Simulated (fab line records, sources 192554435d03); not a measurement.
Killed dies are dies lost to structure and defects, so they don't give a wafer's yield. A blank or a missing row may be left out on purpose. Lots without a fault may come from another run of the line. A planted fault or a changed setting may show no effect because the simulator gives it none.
fab line records | flow n5_finfet
record lots=7 wafers=21
route steps=1938 shown BEOL_M0_SAQP@663 BEOL_M0@720 BEOL_M1@770 BEOL_M2@860 BEOL_M3@931 BEOL_M4@1027
start_h: hours from the record's first day to the start of the lot's first wafer shown | wait_h: hours since the lot's step before | " the same as in the row above | L1.1+2: a row that stands for several wafers | - no value, or no start given | * or withheld: withheld | < > ~ a bound
route shown NAME@n: a module of which the file shows steps, and the number in the route of the first | usual: mean/standard deviation of fault-free wafers | same: alike in all rows | chamber/n: place in a boat | sites: the reading at each site | _std_site: their standard deviation | _edge_site: outer sites' mean less inner sites' | radius_mm: how far each site lies from the wafer's centre | mask NAME#n: copy n | behind: the tool/chamber that last shaped the wafer | hold: why the lot was held/for how many hours/how that ended | device: the transistor (n, p or np) that didn't switch | end of line: the same wafers' tests at the end of the route | a step without rows: its recipe alone | killed: dies lost to structure and defects at the first sort, not the wafer's yield | map: a wafer's dies, x killed, . not, _ none there
set.NAME: the setting as run; set.NAME@STEP: as run at that earlier step | model.NAME: the simulator's own value behind a step, which no gauge read
lots whose settings were changed on purpose; a table a step, a row a wafer
## steps
# step N5_BEOL_M0_SAQP_SPACER1_ALD_98
# recipe material=SiO2 target_thk_a=128 temp_c=300 ald_precursor_family=BDEAS ald_co_reactant=O2-plasma pulse_time_s=1 purge_time_s=2 co_reactant_purge_time_s=2 ald_cycles=138 pressure_torr=2
# columns lot.wafer tool chamber start_h wait_h set.ald_cycles model.SiO2_of_BEOL_M0_SAQP_SPACER1_ALD_98.thk_nm
L074.3+5+6 ald_sin-02 1,0,3 117.02 0.2 138 12.8
L081.1 ald_sin-01 1 152.89 0.3 138 12.8
L081.2 " 3 " " 117 10.8
L081.6 " 1 " " 117 11
L082.2+3 ald_sin-02 2,3 153.17 0.3 138 12.8
L082.4 " 1 " " 146 13.4
L089.2+4+6 ald_sin-03 1,3,1 206.27 0.5 138 12.8
L092.1+3 ald_sin-02 2,0 216.80 0.3 124 11.4
L092.5 " 2 " " 138 12.8
L093.2+4+6 ald_sin-03 2,1,0 221.41 0.8 138 12.8
L096.1+5 ald_sin-03 1,3 239.73 0.3 138 12.8
L096.6 " 2 " " 159 14.8
# step N5_BEOL_M0_SAQP_SPACER1_ETCHBACK_99
# recipe chemistry=CHF3/O2 mode=anisotropic_etchback target=SiO2 target_depth_a=154 time_s=7.7 pressure_mtorr=30 source_w=650 bias_w=170 Ar_flow_sccm=200 CHF3_flow_sccm=50 O2_flow_sccm=5 ion_energy_ev=200
# step N5_BEOL_M0_SAQP_MANDREL1_REMOVE_100
# recipe chemistry=HBr/Cl2/O2 bt_time_s=10 target=a-Si stop_on=SiNx endpoint=OES-SiCl over_etch_frac=0.85 icp_w=600 bias_w=30 HBr_flow_sccm=150 Cl2_flow_sccm=80 O2_flow_sccm=5 pressure_mtorr=10
# columns lot.wafer tool chamber start_h wait_h set.ald_cycles@BEOL_M0_SAQP_SPACER1_ALD_98 model.BEOL_M0_SAQP.cd_nm
L074.3+5 rie_si-01 2 117.58 0.1 138 12.6
L074.6 " 1 " " 138 12.8
L081.1 rie_si-01 0 153.60 0.1 138 12.8
L081.2 " 2 " " 117 10.6
L081.6 " 0 " " 117 11
L082.2 rie_si-03 0 153.82 0.1 138 12.6
L082.3 " 2 " " 138 12.8
L082.4 " 1 " " 146 13.4
L089.2+4 rie_si-06 1,0 206.83 0.1 138 12.8
L089.6 " 0 " " 138 12.6
L092.1 rie_si-01 3 217.36 0.1 124 11.6
L092.3 " 1 " " 124 11.4
L092.5 " 2 " " 138 12.6
L093.2+4 rie_si-06 2,1 221.98 0.1 138 13
L093.6 " 2 " " 138 12.8
L096.1+5 rie_si-03 1,3 240.48 0.1 138 12.8
L096.6 " 1 " " 159 14.8
# step N5_BEOL_M0_SAQP_CD_MEAS_25
# recipe target_cd_nm=13.1 landing_energy_ev=1000 detector=se_inlens
# usual cd_nm=12.78/0.24
# columns lot.wafer tool chamber start_h wait_h set.ald_cycles@BEOL_M0_SAQP_SPACER1_ALD_98 cd_nm
L074.3 cd_sem-03 0 117.69 0.1 138 12.69
L074.5 " 0 " " 138 12.27
L074.6 " 0 " " 138 12.67
L081.1 cd_sem-03 0 153.71 0.1 138 12.81
L081.2 " 0 " " 117 10.42
L081.6 " 0 " " 117 11.01
L082.2 cd_sem-01 0 153.94 0.1 138 12.65
L082.3 " 0 " " 138 13.00
L082.4 " 0 " " 146 13.50
L089.2 cd_sem-02 0 206.94 0.1 138 12.74
L089.4 " 0 " " 138 12.41
L089.6 " 0 " " 138 12.48
L092.1 cd_sem-03 0 217.47 0.1 124 11.25
L092.3 " 0 " " 124 11.57
L092.5 " 0 " " 138 12.51
L093.2 cd_sem-01 0 222.09 0.1 138 12.88
L093.4 " 0 " " 138 13.21
L093.6 " 0 " " 138 12.77
L096.1 cd_sem-03 0 240.59 0.1 138 12.75
L096.5 " 0 " " 138 12.76
L096.6 " 0 " " 159 14.39
# step N5_BEOL_M0_SAQP_ETCH_106
# recipe chemistry=N2/H2 target=SOC target_depth_a=1500 stop_on=SiNx ion_energy_ev=100 bias_w=61 pressure_mtorr=30 source_w=850 n2_flow_sccm=200 h2_flow_sccm=200
# columns lot.wafer tool chamber start_h wait_h set.target_depth_a model.SOC_of_BEOL_M0_SAQP_COAT_105.thk_nm
L074.3 rie_diel-01 3 118.41 - 1500 24.8
L074.5 " 3 " " 1500 24.2
L074.6 " 1 " " 1599 19.4
L081.1 rie_diel-04 2 154.52 - 1565 23.2
L081.2 " 0 " " 1565 23
L081.6 " 2 " " 1565 23.4
L082.2 rie_diel-01 3 154.79 - 1500 22.8
L082.3 " 2 " " 1346 28.2
L082.4 " 1 " " 1346 31.8
L089.2 rie_diel-01 0 207.65 - 1500 24.4
L089.4 " 3 " " 1500 24.6
L089.6 " 2 " " 1500 21.6
L092.1 rie_diel-03 3 218.25 - 1437 28.8
L092.3 " 2 " " 1500 26
L092.5 " 3 " " 1437 28.6
L093.2 rie_diel-01 0 222.81 - 1590 19.4
L093.4 " 2 " " 1590 16.4
L093.6 " 0 " " 1500 24.2
L096.1 rie_diel-03 2 241.51 - 1500 27.2
L096.5 " 2 " " 1500 26.6
L096.6 " 3 " " 1500 26
# step N5_BEOL_M0_ETCH_128
# recipe chemistry=CF4/N2 target_depth_a=120 overetch_a=51 target=SiCN time_s=21.4 ion_energy_ev=150 pressure_mtorr=40 source_w=430 bias_w=70 Ar_flow_sccm=100 cf4_flow_sccm=60 n2_flow_sccm=60
# usual rf_vpp_V=381.4/1.7
# columns lot.wafer tool chamber start_h wait_h set.source_w rf_vpp_V
L074.3 rie_diel-06 2 122.39 0.0 430 380.9
L074.5 " 1 " " 430 379.6
L074.6 " 2 " " 430 381.0
L081.1 rie_diel-02 1 160.80 0.3 430 381.6
L081.2 " 2 " " 430 380.8
L081.6 " 0 " " 430 380.9
L082.2 rie_diel-02 0 162.18 0.0 430 381.0
L082.3 " 2 " " 484.4 364.6
L082.4 " 3 " " 430 381.7
L089.2 rie_diel-05 2 212.13 0.1 430 381.8
L089.4 " 1 " " 430 380.6
L089.6 " 2 " " 430 383.7
L092.1 rie_diel-05 1 223.10 0.5 430 381.0
L092.3 " 2 " " 430 382.5
L092.5 " 0 " " 430 380.1
L093.2 rie_diel-05 1 228.04 0.0 430 381.3
L093.4 " 2 " " 430 380.9
L093.6 " 3 " " 363.1 402.1
L096.1 rie_diel-06 3 245.57 0.1 384.4 399.0
L096.5 " 0 " " 430 379.7
L096.6 " 1 " " 430 385.8
# step N5_BEOL_M1_ETCH_64
# recipe chemistry=N2/H2 target=SOC target_depth_a=750 overetch_a=150 mask_material=SiARC temp_c=40 time_s=112.5 ion_energy_ev=200 pressure_mtorr=30 source_w=840 bias_w=150 n2_flow_sccm=200 h2_flow_sccm=200
# usual rf_vpp_V=523.6/2.1
# columns lot.wafer tool chamber start_h wait_h set.bias_w rf_vpp_V model.SiARC_of_BEOL_M1_COAT_62.thk_nm
L074.3 rie_diel-03 3 129.18 0.0 175.1 580.1 5.8
L074.5 " 3 " " 150 527.1 6.8
L074.6 " 0 " " 175.1 578.3 5.6
L081.1 rie_diel-03 2 166.34 0.0 124.9 462.2 8
L081.2 " 3 " " 150 525.8 6.8
L081.6 " 2 " " 150 520.0 6.8
L082.2 rie_diel-04 0 168.97 0.0 150 526.6 7
L082.3 " 2 " " 176.5 581.9 5.6
L082.4 " 1 " " 150 524.6 6.8
L089.2 rie_diel-04 0 216.85 0.0 150 525.9 6.8
L089.4 " 3 " " 150 521.1 6.8
L089.6 " 0 " " 150 527.5 6.8
L092.1 rie_diel-04 2 229.19 0.0 150 524.9 6.8
L092.3 " 3 " " 150 519.6 7
L092.5 " 3 " " 150 519.9 6.8
L093.2 rie_diel-01 0 235.36 0.0 150 525.3 7
L093.4 " 2 " " 150 521.8 6.6
L093.6 " 0 " " 174.9 576.9 6
L096.1 rie_diel-03 3 249.99 0.0 130 480.0 7.8
L096.5 " 0 " " 150 524.8 6.8
L096.6 " 3 " " 130 479.9 7.8
# step N5_BEOL_M2_ETCH_64
# recipe chemistry=N2/H2 target=SOC target_depth_a=750 overetch_a=225 mask_material=SiARC temp_c=40 time_s=121.9 ion_energy_ev=200 pressure_mtorr=30 source_w=840 bias_w=150 n2_flow_sccm=200 h2_flow_sccm=200
# usual rf_vpp_V=522.6/2.1
# columns lot.wafer tool chamber start_h wait_h set.bias_w rf_vpp_V model.SiARC_of_BEOL_M2_COAT_62.thk_nm
L074.3 rie_diel-06 3 140.67 0.0 150 525.9 6.6
L074.5 " 1 " " 150 519.6 6.4
L074.6 " 0 " " 175.9 574.4 4.8
L081.1 rie_diel-02 3 175.22 0.0 140.6 502.0 6.6
L081.2 " 0 " " 140.6 501.8 6.6
L081.6 " 0 " " 150 523.2 6.2
L082.2 rie_diel-06 3 176.77 0.0 150 525.2 6.6
L082.3 " 1 " " 165.5 562.5 5.6
L082.4 " 2 " " 165.5 556.7 5.6
L089.2 rie_diel-02 1 226.18 0.0 150 523.2 6.4
L089.4 " 3 " " 150 523.3 6.2
L089.6 " 1 " " 150 523.1 6.4
L092.1 rie_diel-05 0 242.35 0.0 157.1 537.5 6.2
L092.3 " 1 " " 157.1 536.1 5.8
L092.5 " 3 " " 150 523.9 6.8
L093.2 rie_diel-05 0 247.17 0.0 133.9 485.1 7.2
L093.4 " 3 " " 150 521.7 6.8
L093.6 " 1 " " 133.9 484.8 6.8
L096.1 rie_diel-02 2 259.80 0.0 150 521.4 6.6
L096.5 " 0 " " 137.3 494.7 6.8
L096.6 " 1 " " 137.3 492.8 7
# step N5_BEOL_M2_COAT_22
# recipe resist=CAR-EUV spin_rpm=1500 resist_thk_nm=30
# columns lot.wafer tool chamber start_h wait_h set.spin_rpm model.CAR-EUV_of_BEOL_M2_COAT_22.thk_nm
L074.3+5+6 litho_track-04 0 - - 1500 30
L081.1+2 litho_track-04 0 - - 1500 30
L081.6 " 0 " " 1357 31.6
L082.2+3+4 litho_track-03 0 - - 1646 28.6
L089.2+4+6 litho_track-04 0 - - 1500 30
L092.1 litho_track-04 0 - - 1500 30
L092.3+5 " 0 " " 1565 29.4
L093.2+4 litho_track-03 0 - - 1500 30
L093.6 " 0 " " 1607 29
L096.1+6 litho_track-03 0 - - 1550 29.4
L096.5 " 0 " " 1500 30
# step N5_BEOL_M2_EBR_24
# recipe solvent=PGMEA ebr_width_mm=1.5
# step N5_BEOL_M2_SOFTBAKE_23
# recipe temp_c=110 time_s=60 resist=CAR-EUV
# step N5_BEOL_M2_EXPOSE_25
# recipe mask_id=V1 na=0.33 source_shape=quasar sigma_inner=0.2 sigma_outer=0.8 polarization=unpolarized defocus_nm=5 dose_mj=63
# step N5_BEOL_M2_PEB_26
# recipe peb_temp_c=100 peb_time_s=60 resist=CAR-EUV
# step N5_BEOL_M2_DEVELOP_27
# recipe develop_time_s=30 developer=TMAH resist=CAR-EUV rinse_liquid=surfactant_rinse dry=air_spin dev_temp_c=23
# columns lot.wafer tool chamber start_h wait_h set.spin_rpm@BEOL_M2_COAT_22 model.CAR-EUV_of_BEOL_M2_COAT_22.thk_nm
L074.3+5+6 litho_track-05 0 - - 1500 29.6
L081.1+2 litho_track-03 0 - - 1500 29.6
L081.6 " 0 " " 1357 31
L082.2+3 litho_track-03 0 - - 1646 28.2
L082.4 " 0 " " 1646 28
L089.2+4+6 litho_track-05 0 - - 1500 29.6
L092.1 litho_track-03 0 - - 1500 29.6
L092.3+5 " 0 " " 1565 28.8
L093.2+4 litho_track-03 0 - - 1500 29.6
L093.6 " 0 " " 1607 28.6
L096.1+6 litho_track-05 0 - - 1550 29
L096.5 " 0 " " 1500 29.4
# step N5_BEOL_M2_DESCUM_33
# recipe chemistry=O2 time_s=7 source_power_w=50 bias_power_w=20 pressure_mtorr=20 rf_frequency_hz=2.712e+07 temp_c=40 resist=CAR-EUV o2_flow_sccm=225
# columns lot.wafer tool chamber start_h wait_h set.spin_rpm@BEOL_M2_COAT_22 model.CAR-EUV_of_BEOL_M2_COAT_22.thk_nm
L074.3+5+6 rie_diel-02 2,1,2 141.90 0.0 1500 26
L081.1 rie_diel-06 3 176.12 0.1 1500 26.2
L081.2 " 0 " " 1500 26
L081.6 " 3 " " 1357 27.6
L082.2+4 rie_diel-05 0,2 177.56 0.0 1646 24.6
L082.3 " 2 " " 1646 24.8
L089.2+4+6 rie_diel-02 2,1,1 227.10 0.0 1500 26
L092.1 rie_diel-05 2 243.38 0.2 1500 26
L092.3+5 " 1,0 " " 1565 25.4
L093.2+4 rie_diel-06 0,1 247.97 0.0 1500 26
L093.6 " 1 " " 1607 25.2
L096.1 rie_diel-02 2 260.60 0.0 1550 25.4
L096.5 " 1 " " 1500 26
L096.6 " 2 " " 1550 25.6
# step N5_BEOL_M3_ILD_DEP_00
# recipe material=SiOC target_thk_a=790 temp_c=350 precursor=DEMS/O2 pressure_torr=5 rf_w=500 time_s=15.3
# columns lot.wafer tool chamber start_h wait_h set.time_s model.SiOC_of_BEOL_M3_ILD_DEP_00.thk_nm
L074.3 pecvd-01 2 147.21 0.0 15.3 79
L074.5+6 " 2,1 " " 15.3 79.8
L081.1 pecvd-04 0 185.25 0.0 15.3 79.6
L081.2 " 2 " " 15.3 78
L081.6 " 0 " " 15.3 81
L082.2 pecvd-03 1 193.49 0.0 13.77 71.4
L082.3 " 0 " " 13.77 68.8
L082.4 " 1 " " 15.3 80.2
L089.2 pecvd-01 2 235.62 0.0 15.3 78
L089.4 " 2 " " 15.3 79.4
L089.6 " 1 " " 15.3 79.8
L092.1 pecvd-01 2 252.41 0.0 15.3 80
L092.3 " 0 " " 15.3 77.8
L092.5 " 0 " " 13.84 72
L093.2 pecvd-04 2 253.58 0.0 15.3 78.4
L093.4 " 0 " " 16.23 84.6
L093.6 " 1 " " 15.3 77.4
L096.1 pecvd-03 2 270.12 0.0 13.14 67.6
L096.5 " 2 " " 13.14 68.4
L096.6 " 1 " " 15.3 81.6
# step N5_BEOL_M3_THK_MEAS_01
# recipe reads=SiOC_of_BEOL_M3_ILD_DEP_00
# usual M3_ILD_THK=78.7/1.1
# columns lot.wafer tool chamber start_h wait_h set.time_s@BEOL_M3_ILD_DEP_00 M3_ILD_THK[nm]
L074.3 film_metro-02 - 147.28 0.1 15.3 79.0
L074.5 " - " " 15.3 79.8
L074.6 " - " " 15.3 79.7
L081.1 film_metro-01 - 185.31 0.0 15.3 79.7
L081.2 " - " " 15.3 78.0
L081.6 " - " " 15.3 80.9
L082.2 film_metro-02 - 193.56 0.1 13.77 71.5
L082.3 " - " " 13.77 68.8
L082.4 " - " " 15.3 80.2
L089.2 film_metro-02 - 235.69 0.1 15.3 78.2
L089.4 " - " " 15.3 79.4
L089.6 " - " " 15.3 79.7
L092.1 film_metro-01 - 252.47 0.0 15.3 79.8
L092.3 " - " " 15.3 77.8
L092.5 " - " " 13.84 71.9
L093.2 film_metro-01 - 253.64 0.1 15.3 78.5
L093.4 " - " " 16.23 84.6
L093.6 " - " " 15.3 77.6
L096.1 film_metro-01 - 270.18 0.0 13.14 67.6
L096.5 " - " " 13.14 68.5
L096.6 " - " " 15.3 81.6
# step N5_BEOL_M3_VIA_ETCH_34
# recipe chemistry=C4F6/O2 target_depth_a=694 mask_material=SOC pressure_mtorr=15 ion_energy_ev=250 taper_deg=4 time_s=65.9 source_w=350 bias_w=170 Ar_flow_sccm=300 C4F6_flow_sccm=10 O2_flow_sccm=10
# usual rf_vpp_V=672/14
# columns lot.wafer tool chamber start_h wait_h set.bias_w rf_vpp_V
L074.3 rie_diel-01 2 157.00 0.0 170 662
L074.5 " 3 " " 170 675
L074.6 " 0 " " 170 655
L081.1 rie_diel-01 0 189.46 0.0 152.4 600
L081.2 " 1 " " 170 650
L081.6 " 0 " " 152.4 600
L082.2 rie_diel-04 0 197.12 0.0 170 664
L082.3 " 2 " " 170 700
L082.4 " 3 " " 158.4 640
L089.2 rie_diel-01 1 248.86 0.0 170 647
L089.4 " 3 " " 170 674
L089.6 " 1 " " 170 649
L092.1 rie_diel-01 2 255.08 0.0 156.5 620
L092.3 " 1 " " 170 648
L092.5 " 2 " " 156.5 619
L093.2 rie_diel-01 0 261.07 0.0 189.2 712
L093.4 " 3 " " 189.2 732
L093.6 " 3 " " 170 673
L096.1 rie_diel-01 2 292.61 0.0 170 662
L096.5 " 1 " " 154.8 602
L096.6 " 0 " " 170 654
# step N5_BEOL_M4_COAT_73
# recipe resist=underlayer temp_c=205 time_s=60 spin_rpm=1500 resist_thk_nm=5
# columns lot.wafer tool chamber start_h wait_h set.spin_rpm
L074.3 litho_track-01 0 - - 1446
L074.5+6 " 0 " " 1500
L081.1+6 litho_track-01 0 - - 1500
L081.2 " 0 " " 1593
L082.2+3+4 litho_track-03 0 - - 1500
L089.2+4+6 litho_track-01 0 - - 1500
L092.1+3+5 litho_track-04 0 - - 1500
L093.2+4 litho_track-01 0 - - 1556
L093.6 " 0 " " 1500
L096.1+5+6 litho_track-04 0 - - 1500
# step N5_BEOL_M4_DESCUM_16
# recipe chemistry=O2 time_s=7 source_power_w=50 bias_power_w=20 pressure_mtorr=20 rf_frequency_hz=2.712e+07 temp_c=40 resist=CAR-EUV o2_flow_sccm=225
# columns lot.wafer tool chamber start_h wait_h set.time_s model.CAR-EUV_of_BEOL_M4_COAT_05.thk_nm
L074.3 rie_diel-05 0 162.76 0.0 7 26
L074.5+6 " 2,3 " " 7 26.2
L081.1+2+6 rie_diel-05 2,3,2 195.38 0.2 7 26
L082.2+4 rie_diel-02 1,3 206.45 0.0 7 26
L082.3 " 0 " " 7 26.2
L089.2+4+6 rie_diel-06 0,2,2 256.21 0.0 7 26
L092.1+5 rie_diel-02 2,0 261.26 0.0 7.953 25.4
L092.3 " 0 " " 7 26
L093.2+6 rie_diel-06 2,0 269.94 0.5 6.075 26.6
L093.4 " 3 " " 7 26
L096.1 rie_diel-02 3 301.05 0.0 7.62 25.8
L096.5 " 3 " " 7 26
L096.6 " 2 " " 7.62 25.6
# step N5_BEOL_M4_ETCH_74
# recipe chemistry=N2/H2 target=underlayer target_depth_a=65 mask_material=CAR-EUV time_s=5.2 ion_energy_ev=200 pressure_mtorr=30 source_w=840 bias_w=150 n2_flow_sccm=200 h2_flow_sccm=200 ends=cleared
# columns lot.wafer tool chamber start_h wait_h set.spin_rpm@BEOL_M4_COAT_73 model.etch.depth_nm
L074.3 rie_diel-05 0 162.80 0.0 1446 5.106
L074.5 " 2 " " 1500 4.991
L074.6 " 3 " " 1500 5.015
L081.1 rie_diel-05 2 195.42 0.0 1500 4.988
L081.2 " 3 " " 1593 4.848
L081.6 " 2 " " 1500 5.001
L082.2 rie_diel-02 1 206.48 0.0 1500 4.983
L082.3 " 0 " " 1500 4.993
L082.4 " 3 " " 1500 5.003
L089.2 rie_diel-06 0 256.24 0.0 1500 5.006
L089.4 " 2 " " 1500 4.985
L089.6 " 2 " " 1500 5.002
L092.1 rie_diel-02 2 261.30 0.0 1500 5.002
L092.3 " 0 " " 1500 5.007
L092.5 " 0 " " 1500 4.99
L093.2+4 rie_diel-06 2,3 269.98 0.0 1556 4.901
L093.6 " 0 " " 1500 4.995
L096.1 rie_diel-02 3 301.08 0.0 1500 4.966
L096.5 " 3 " " 1500 4.979
L096.6 " 2 " " 1500 4.985
# step N5_BEOL_M4_DESCUM_33
# recipe chemistry=O2 time_s=7 source_power_w=50 bias_power_w=20 pressure_mtorr=20 rf_frequency_hz=2.712e+07 temp_c=40 resist=CAR-EUV o2_flow_sccm=225
# columns lot.wafer tool chamber start_h wait_h set.time_s model.CAR-EUV_of_BEOL_M4_COAT_22.thk_nm
L074.3+5 rie_diel-05 2 163.64 0.0 7 26.2
L074.6 " 3 " " 5.438 27
L081.1+2 rie_diel-02 3,0 196.76 0.3 6.526 26.2
L081.6 " 3 " " 7 26
L082.2+3+4 rie_diel-05 0,2,1 207.54 0.0 7 26
L089.2+4 rie_diel-02 0,3 257.21 0.0 7 25.8
L089.6 " 0 " " 7 26
L092.1+5 rie_diel-02 0,2 262.26 0.0 7 26
L092.3 " 1 " " 7 26.2
L093.2+4+6 rie_diel-02 1,1,2 271.13 0.1 7 26
L096.1+6 rie_diel-06 2 302.19 0.2 7 26
L096.5 " 1 " " 7.828 25.6
# step N5_BEOL_M4_ETCH_77
# recipe chemistry=N2/H2 target=underlayer target_depth_a=65 mask_material=CAR-EUV time_s=5.2 ion_energy_ev=200 pressure_mtorr=30 source_w=840 bias_w=150 n2_flow_sccm=200 h2_flow_sccm=200 ends=cleared
# columns lot.wafer tool chamber start_h wait_h set.time_s@BEOL_M4_DESCUM_33 model.CAR-EUV_of_BEOL_M4_COAT_22.thk_nm
L074.3 rie_diel-05 2 163.67 0.0 7 20.4
L074.5 " 2 " " 7 20.6
L074.6 " 3 " " 5.438 21.4
L081.1+2 rie_diel-02 3,0 196.79 0.0 6.526 20.4
L081.6 " 3 " " 7 20.2
L082.2+3 rie_diel-05 0,2 207.58 0.0 7 20.2
L082.4 " 1 " " 7 20.4
L089.2+4+6 rie_diel-02 0,3,0 257.24 0.0 7 20.2
L092.1+3 rie_diel-02 0,1 262.30 0.0 7 20.4
L092.5 " 2 " " 7 20.2
L093.2+4+6 rie_diel-02 1,1,2 271.19 0.0 7 20.2
L096.1 rie_diel-06 2 302.22 0.0 7 20.2
L096.5 " 1 " " 7.828 19.8
L096.6 " 2 " " 7 20.4
## key
split step=N5_BEOL_M0_SAQP_SPACER1_ALD_98 setting=ald_cycles stated=138 by=wafer
response step=N5_BEOL_M0_SAQP_SPACER1_ALD_98 reading=model.SiO2_of_BEOL_M0_SAQP_SPACER1_ALD_98.thk_nm change=+0.128 per=1% r=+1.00
response step=N5_BEOL_M0_SAQP_MANDREL1_REMOVE_100 reading=model.BEOL_M0_SAQP.cd_nm change=+0.127 per=1% r=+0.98
response step=N5_BEOL_M0_SAQP_CD_MEAS_25 reading=cd_nm change=+0.12 per=1% r=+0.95
split step=N5_BEOL_M0_SAQP_ETCH_106 setting=target_depth_a stated=1500 by=wafer
response step=N5_BEOL_M0_SAQP_ETCH_106 reading=model.SOC_of_BEOL_M0_SAQP_COAT_105.thk_nm change=-0.774 per=1% r=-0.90
split step=N5_BEOL_M0_ETCH_128 setting=source_w stated=430 by=wafer
response step=N5_BEOL_M0_ETCH_128 reading=rf_vpp_V change=-1.38 per=1% r=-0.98
split step=N5_BEOL_M1_ETCH_64 setting=bias_w stated=150 by=wafer
response step=N5_BEOL_M1_ETCH_64 reading=rf_vpp_V change=+3.29 per=1% r=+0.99
response step=N5_BEOL_M1_ETCH_64 reading=model.SiARC_of_BEOL_M1_COAT_62.thk_nm change=-0.0664 per=1% r=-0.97
split step=N5_BEOL_M2_ETCH_64 setting=bias_w stated=150 by=wafer
response step=N5_BEOL_M2_ETCH_64 reading=rf_vpp_V change=+3.17 per=1% r=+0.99
response step=N5_BEOL_M2_ETCH_64 reading=model.SiARC_of_BEOL_M2_COAT_62.thk_nm change=-0.0775 per=1% r=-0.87
split step=N5_BEOL_M2_COAT_22 setting=spin_rpm stated=1500 by=wafer
response step=N5_BEOL_M2_COAT_22 reading=model.CAR-EUV_of_BEOL_M2_COAT_22.thk_nm change=-0.157 per=1% r=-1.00
response step=N5_BEOL_M2_DEVELOP_27 reading=model.CAR-EUV_of_BEOL_M2_COAT_22.thk_nm change=-0.147 per=1% r=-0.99
response step=N5_BEOL_M2_DESCUM_33 reading=model.CAR-EUV_of_BEOL_M2_COAT_22.thk_nm change=-0.141 per=1% r=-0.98
split step=N5_BEOL_M3_ILD_DEP_00 setting=time_s stated=15.3 by=wafer
response step=N5_BEOL_M3_ILD_DEP_00 reading=model.SiOC_of_BEOL_M3_ILD_DEP_00.thk_nm change=+0.935 per=1% r=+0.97
response step=N5_BEOL_M3_THK_MEAS_01 reading=M3_ILD_THK change=+0.931 per=1% r=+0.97
split step=N5_BEOL_M3_VIA_ETCH_34 setting=bias_w stated=170 by=wafer
response step=N5_BEOL_M3_VIA_ETCH_34 reading=rf_vpp_V change=+4.89 per=1% r=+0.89
split step=N5_BEOL_M4_COAT_73 setting=spin_rpm stated=1500 by=wafer
response step=N5_BEOL_M4_ETCH_74 reading=model.etch.depth_nm change=-0.0249 per=1% r=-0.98
split step=N5_BEOL_M4_DESCUM_16 setting=time_s stated=7 by=wafer
response step=N5_BEOL_M4_DESCUM_16 reading=model.CAR-EUV_of_BEOL_M4_COAT_05.thk_nm change=-0.0428 per=1% r=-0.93
split step=N5_BEOL_M4_DESCUM_33 setting=time_s stated=7 by=wafer
response step=N5_BEOL_M4_DESCUM_33 reading=model.CAR-EUV_of_BEOL_M4_COAT_22.thk_nm change=-0.035 per=1% r=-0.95
response step=N5_BEOL_M4_ETCH_77 reading=model.CAR-EUV_of_BEOL_M4_COAT_22.thk_nm change=-0.04 per=1% r=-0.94
